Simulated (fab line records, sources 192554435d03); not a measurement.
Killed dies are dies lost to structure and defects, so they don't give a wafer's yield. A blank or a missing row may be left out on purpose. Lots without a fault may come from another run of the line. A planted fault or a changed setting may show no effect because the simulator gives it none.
Which tool did it? | flow n5_finfet | 23 lots, 69 wafers sampled, at 4 steps of a route of 1938

WHAT THE GAUGES READ, wafer by wafer
N5_MOL_CONTACT_COAG_INSPECT_97: inspects for defects (darkfield). Usual: raw_defect_count 46, standard deviation 17.
lot  | measured     | on                | raw_defect_count | flag
L074 | day 5 15:26  | defect_inspect-02 | 30 46 44         |
L075 | day 5 20:58  | defect_inspect-01 | 29 42 47         |
L077 | day 6 06:19  | defect_inspect-01 | 24 48 52         |
L078 | day 6 16:48  | defect_inspect-02 | 48 47 30         |
L079 | day 6 19:48  | defect_inspect-02 | 14 17 27         |
L080 | day 6 22:46  | defect_inspect-02 | 60 49 60         |
L081 | day 7 15:00  | defect_inspect-02 | 41 33 34         |
L082 | day 7 18:01  | defect_inspect-01 | 54 24 34         |
L083 | day 7 21:00  | defect_inspect-02 | 45 33 41         |
L084 | day 7 21:00  | defect_inspect-01 | 56 87 91         |
L085 | day 8 08:35  | defect_inspect-02 | 46 48 27         |
L086 | day 8 20:43  | defect_inspect-02 | 52 46 48         |
L087 | day 8 23:44  | defect_inspect-02 | 19 30 20         |
L088 | day 9 06:07  | defect_inspect-01 | 41 53 41         |
L089 | day 9 09:07  | defect_inspect-01 | 37 44 72         |
L091 | day 9 14:53  | defect_inspect-02 | 55 39 45         |
L090 | day 9 17:52  | defect_inspect-01 | 49 41 64         |
L092 | day 9 23:03  | defect_inspect-02 | 56 58 31         |
L093 | day 10 06:40 | defect_inspect-01 | 19 47 35         |
L094 | day 10 15:44 | defect_inspect-01 | 40 40 58         |
L095 | day 10 18:41 | defect_inspect-02 | 74 73 33         |
L097 | day 11 03:24 | defect_inspect-02 | 49 76 58         |
L096 | day 11 06:24 | defect_inspect-02 | 39 58 46         |

WHICH TOOL RAN EACH LOT (tool, then ch and the chambers of the sampled wafers, then the start)
lot  | N5_MOL_CONTACT_COAG_CMP_28    | N5_MOL_CONTACT_COAG_ETCHBACK_132   | N5_MOL_CONTACT_COAG_DESCUM_45
L074 | cmp-04 ch 0,2, day 5 03:37    | rie_diel-05 ch 0,1,3, day 5 08:52  | rie_diel-01 ch 0,1,2, day 5 10:23
L075 | cmp-04 ch 0,1, day 5 12:49    | rie_diel-05 ch 0,1, day 5 14:53    | rie_diel-03 ch 0,3, day 5 16:16
L077 | cmp-01 ch 1,2, day 5 22:42    | rie_diel-03 ch 0,1,3, day 6 00:39  | rie_diel-03 ch 1,3, day 6 01:35
L078 | cmp-01 ch 0,2, day 6 09:31    | rie_diel-03 ch 1,2, day 6 11:13    | rie_diel-05 ch 1,3, day 6 12:09
L079 | cmp-01 ch 0,2,3, day 6 11:52  | rie_diel-03 ch 0,2,3, day 6 13:26  | rie_diel-05 ch 0,1,3, day 6 14:35
L080 | cmp-01 ch 0,3, day 6 14:52    | rie_diel-01 ch 0,1,3, day 6 16:34  | rie_diel-01 ch 0,1,3, day 6 17:31
L081 | cmp-04 ch 0,3, day 7 05:22    | rie_diel-03 ch 1, day 7 07:22      | rie_diel-01 ch 1,2, day 7 10:07
L082 | cmp-04 ch 0,2, day 7 06:56    | rie_diel-03 ch 0,1, day 7 10:21    | rie_diel-01 ch 0,1,2, day 7 12:31
L083 | cmp-04 ch 0,1,2, day 7 08:31  | rie_diel-03 ch 0,1,3, day 7 12:02  | rie_diel-03 ch 0,3, day 7 13:18
L084 | cmp-03 ch 1,2,3, day 7 11:09  | rie_diel-05 ch 1,2,3, day 7 13:58  | rie_diel-01 ch 0,2, day 7 15:38
L085 | cmp-03 ch 0,1,3, day 8 00:10  | rie_diel-03 ch 0,3, day 8 02:36    | rie_diel-01 ch 0,2, day 8 03:40
L086 | cmp-03 ch 1,2, day 8 10:43    | rie_diel-03 ch 2,3, day 8 14:32    | rie_diel-03 ch 2,3, day 8 15:51
L087 | cmp-01 ch 0,1,3, day 8 14:42  | rie_diel-01 ch 0,1, day 8 16:44    | rie_diel-03 ch 1,2, day 8 17:40
L088 | cmp-01 ch 0,2,3, day 8 20:57  | rie_diel-03 ch 1,2,3, day 9 00:02  | rie_diel-01 ch 0,2,3, day 9 01:06
L089 | cmp-03 ch 0,1,2, day 8 23:07  | rie_diel-03 ch 1,2,3, day 9 01:28  | rie_diel-01 ch 1,2,3, day 9 02:58
L091 | cmp-01 ch 1,2,3, day 9 07:25  | rie_diel-01 ch 0,2,3, day 9 09:07  | rie_diel-01 ch 2,3, day 9 10:14
L090 | cmp-03 ch 0,2,3, day 9 07:44  | rie_diel-03 ch 1,2, day 9 09:22    | rie_diel-05 ch 0,1,3, day 9 10:19
L092 | cmp-04 ch 0,1,2, day 9 14:21  | rie_diel-01 ch 0,3, day 9 17:02    | rie_diel-03 ch 1,2,3, day 9 18:02
L093 | cmp-04 ch 2,3, day 9 22:52    | rie_diel-05 ch 0,3, day 10 00:43   | rie_diel-01 ch 0,1,2, day 10 01:49
L094 | cmp-04 ch 0,1,3, day 10 08:06 | rie_diel-03 ch 0,1,3, day 10 09:59 | rie_diel-05 ch 2,3, day 10 11:02
L095 | cmp-04 ch 1,2,3, day 10 08:20 | rie_diel-05 ch 1,2,3, day 10 10:10 | rie_diel-01 ch 2,3, day 10 11:06
L097 | cmp-04 ch 1,2, day 10 20:00   | rie_diel-01 ch 0,3, day 10 21:37   | rie_diel-05 ch 1,2,3, day 10 22:41
L096 | cmp-01 ch 1,2,3, day 10 20:04 | rie_diel-03 ch 1,2,3, day 10 21:56 | rie_diel-01 ch 0,1,3, day 10 22:52
- N5_MOL_CONTACT_COAG_CMP_28: polishes, stops on SiNx, t overpolish 0.85 s, target thk 14.522 nm.
- N5_MOL_CONTACT_COAG_ETCHBACK_132: etches SiO2 in CHF3, target depth 10 nm, time 6.7 s.
- N5_MOL_CONTACT_COAG_DESCUM_45: chemistry O2, time 7 s.

WHAT THE TOOLS THEMSELVES READ (means of the sampled wafers that have a number; where no wafer has one, the mark that the record gives instead)
N5_MOL_CONTACT_COAG_CMP_28. Usual: motor_current_A 12.6 A, standard deviation 1.1; time_to_endpoint_s 4.1 s, standard deviation 2.7.
lot  | tool   | motor_current_A (A) | time_to_endpoint_s (s) | flag
L074 | cmp-04 | 12.7                | 5.8                    |
L075 | cmp-04 | 12.7                | 3.2                    |
L077 | cmp-01 | 13.6                | 4.7                    |
L078 | cmp-01 | 11.8                | 4.2                    |
L079 | cmp-01 | 11.7                | 3.1                    |
L080 | cmp-01 | 11.2                | 3.9                    |
L081 | cmp-04 | 12.4                | 5.0                    |
L082 | cmp-04 | 12.8                | 8.4                    |
L083 | cmp-04 | 13.3                | 8.1                    |
L084 | cmp-03 | 12.5                | 4.6                    |
L085 | cmp-03 | 13.4                | 1.2                    |
L086 | cmp-03 | 12.6                | 3.6                    |
L087 | cmp-01 | 12.4                | 3.9                    |
L088 | cmp-01 | 11.5                | 4.3                    |
L089 | cmp-03 | 13.3                | 2.1                    |
L091 | cmp-01 | 13.0                | 3.9                    |
L090 | cmp-03 | 13.1                | 1.3                    |
L092 | cmp-04 | 12.9                | 5.3                    |
L093 | cmp-04 | 13.3                | 5.7                    |
L094 | cmp-04 | 12.3                | 3.3                    |
L095 | cmp-04 | 12.8                | 2.0                    |
L097 | cmp-04 | 13.0                | 6.5                    |
L096 | cmp-01 | 12.8                | 7.5                    |

N5_MOL_CONTACT_COAG_ETCHBACK_132. Usual: CHF3_flow_sccm 49.99 sccm, standard deviation 0.15; drypump_motor_current_A 5.65 A, standard deviation 0.3; mfc_ar_sccm 200.0 sccm, standard deviation 0.66; oes_product_au 0.80 a.u., standard deviation 0.09; rf_vpp_V 522 V, standard deviation 9.7; showerhead_plenum_p_Torr 2.38 Torr, standard deviation 0.082; throttle_valve_pct 18.81 %, standard deviation 0.22.
lot  | tool        | CHF3_flow_sccm (sccm) | drypump_motor_current_A (A) | mfc_ar_sccm (sccm) | oes_product_au (a.u.) | rf_vpp_V (V) | showerhead_plenum_p_Torr (Torr) | throttle_valve_pct (%) | flag
L074 | rie_diel-05 | 49.90                 | 5.65                        | 200.6              | 0.79                  | 521          | 2.37                            | 18.76                  |
L075 | rie_diel-05 | 49.90                 | 5.81                        | 200.3              | 0.87                  | 520          | 2.42                            | 18.49                  |
L077 | rie_diel-03 | 50.10                 | 5.51                        | 199.8              | 0.78                  | 526          | 2.39                            | 18.89                  |
L078 | rie_diel-03 | 49.79                 | 5.50                        | 200.1              | 0.74                  | 522          | 2.28                            | 18.92                  |
L079 | rie_diel-03 | 49.91                 | 5.64                        | 200.1              | 0.79                  | 519          | 2.39                            | 18.80                  |
L080 | rie_diel-01 | 50.04                 | 5.74                        | 200.2              | 0.76                  | 522          | 2.39                            | 18.77                  |
L081 | rie_diel-03 | 50.12                 | 5.39                        | 199.9              | 0.73                  | 528          | 2.28                            | 19.04                  |
L082 | rie_diel-03 | 50.01                 | 5.43                        | 200.1              | 0.72                  | 531          | 2.34                            | 19.05                  |
L083 | rie_diel-03 | 50.11                 | 5.52                        | 200.3              | 0.77                  | 526          | 2.39                            | 18.92                  |
L084 | rie_diel-05 | 50.07                 | 5.65                        | 200.2              | 0.94                  | 521          | 2.36                            | 18.75                  |
L085 | rie_diel-03 | 49.95                 | 5.59                        | 200.5              | 0.81                  | 520          | 2.43                            | 18.78                  |
L086 | rie_diel-03 | 49.94                 | 5.67                        | 199.8              | 0.78                  | 510          | 2.34                            | 18.71                  |
L087 | rie_diel-01 | 50.08                 | 6.13                        | 200.1              | 0.79                  | 526          | 2.43                            | 18.81                  |
L088 | rie_diel-03 | 50.09                 | 5.56                        | 200.1              | 0.77                  | 517          | 2.33                            | 18.82                  |
L089 | rie_diel-03 | 50.13                 | 5.54                        | 200.3              | 0.77                  | 517          | 2.33                            | 18.82                  |
L091 | rie_diel-01 | 50.05                 | 5.84                        | 199.8              | 0.89                  | 523          | 2.46                            | 18.74                  |
L090 | rie_diel-03 | 50.13                 | 5.48                        | 200.4              | 0.72                  | 522          | 2.28                            | 18.96                  |
L092 | rie_diel-01 | 49.99                 | 5.85                        | 199.7              | 0.83                  | 519          | 2.44                            | 18.76                  |
L093 | rie_diel-05 | 49.93                 | 5.63                        | 199.9              | 0.81                  | 522          | 2.33                            | 18.68                  |
L094 | rie_diel-03 | 49.93                 | 5.52                        | 199.5              | 0.74                  | 526          | 2.38                            | 18.96                  |
L095 | rie_diel-05 | 50.06                 | 5.66                        | 199.5              | 0.90                  | 522          | 2.36                            | 18.78                  |
L097 | rie_diel-01 | 49.83                 | 5.47                        | 198.7              | 0.87                  | 517          | 2.48                            | 18.61                  |
L096 | rie_diel-03 | 49.97                 | 5.57                        | 199.9              | 0.75                  | 516          | 2.32                            | 18.85                  |

N5_MOL_CONTACT_COAG_DESCUM_45. Usual: drypump_motor_current_A 5.8 A, standard deviation 0.35; oes_product_au 0.83 a.u., standard deviation 0.095; rf_vpp_V 243.4 V, standard deviation 1.4; showerhead_plenum_p_Torr 2.10 Torr, standard deviation 0.079; throttle_valve_pct 20.41 %, standard deviation 0.17.
lot  | tool        | drypump_motor_current_A (A) | oes_product_au (a.u.) | rf_vpp_V (V) | showerhead_plenum_p_Torr (Torr) | throttle_valve_pct (%) | flag
L074 | rie_diel-01 | 6.1                         | 0.78                  | 245.4        | 2.15                            | 20.41                  |
L075 | rie_diel-03 | 5.6                         | 0.82                  | 245.3        | 2.14                            | 20.44                  |
L077 | rie_diel-03 | 5.5                         | 0.78                  | 242.5        | 2.03                            | 20.44                  |
L078 | rie_diel-05 | 5.7                         | 0.93                  | 242.9        | 2.11                            | 20.33                  |
L079 | rie_diel-05 | 5.6                         | 0.88                  | 242.9        | 2.08                            | 20.33                  |
L080 | rie_diel-01 | 5.7                         | 0.76                  | 242.7        | 2.10                            | 20.46                  |
L081 | rie_diel-01 | 6.0                         | 0.87                  | 244.2        | 2.20                            | 20.38                  |
L082 | rie_diel-01 | 6.1                         | 0.87                  | 244.8        | 2.15                            | 20.35                  |
L083 | rie_diel-03 | 5.6                         | 0.80                  | 244.1        | 2.13                            | 20.45                  |
L084 | rie_diel-01 | 6.2                         | 0.92                  | 243.4        | 2.11                            | 20.29                  |
L085 | rie_diel-01 | 6.2                         | 0.84                  | 242.9        | 2.09                            | 20.36                  |
L086 | rie_diel-03 | 5.7                         | 0.78                  | 241.5        | 2.04                            | 20.35                  |
L087 | rie_diel-03 | 5.5                         | 0.72                  | 241.4        | 1.98                            | 20.51                  |
L088 | rie_diel-01 | 5.8                         | 0.89                  | 243.6        | 2.14                            | 20.28                  |
L089 | rie_diel-01 | 5.7                         | 0.88                  | 245.9        | 2.19                            | 20.29                  |
L091 | rie_diel-01 | 5.5                         | 0.93                  | 243.4        | 2.19                            | 20.19                  |
L090 | rie_diel-05 | 5.7                         | 0.85                  | 242.4        | 2.08                            | 20.33                  |
L092 | rie_diel-03 | 5.6                         | 0.75                  | 241.5        | 2.03                            | 20.43                  |
L093 | rie_diel-01 | 6.1                         | 0.82                  | 243.6        | 2.14                            | 20.40                  |
L094 | rie_diel-05 | 5.6                         | 0.91                  | 243.1        | 2.04                            | 20.61                  |
L095 | rie_diel-01 | 5.5                         | 0.91                  | 244.1        | 2.18                            | 20.20                  |
L097 | rie_diel-05 | 5.7                         | 0.89                  | 242.8        | 2.07                            | 20.49                  |
L096 | rie_diel-01 | 5.7                         | 0.82                  | 244.3        | 2.17                            | 20.37                  |

THE ANSWER, worked out from the rows above alone
Rule: a lot is off if the mean of its wafers that have a number lies more than 3 standard deviations from the usual mean. A lot without any number at a reading at which 4 lots or more have one is off too. The other lots that the step has rows for count as sound. The gauges are gone through in route order, then the tools' own readings, and for those a lot's mean is taken as printed above. The first step at which some lot is off is used, and at that step the reading that is off furthest; a lot without a number counts as furthest.
No lot is off at any reading shown: from this, nothing can be told.

WHAT THE SIMULATOR HAD PUT IN
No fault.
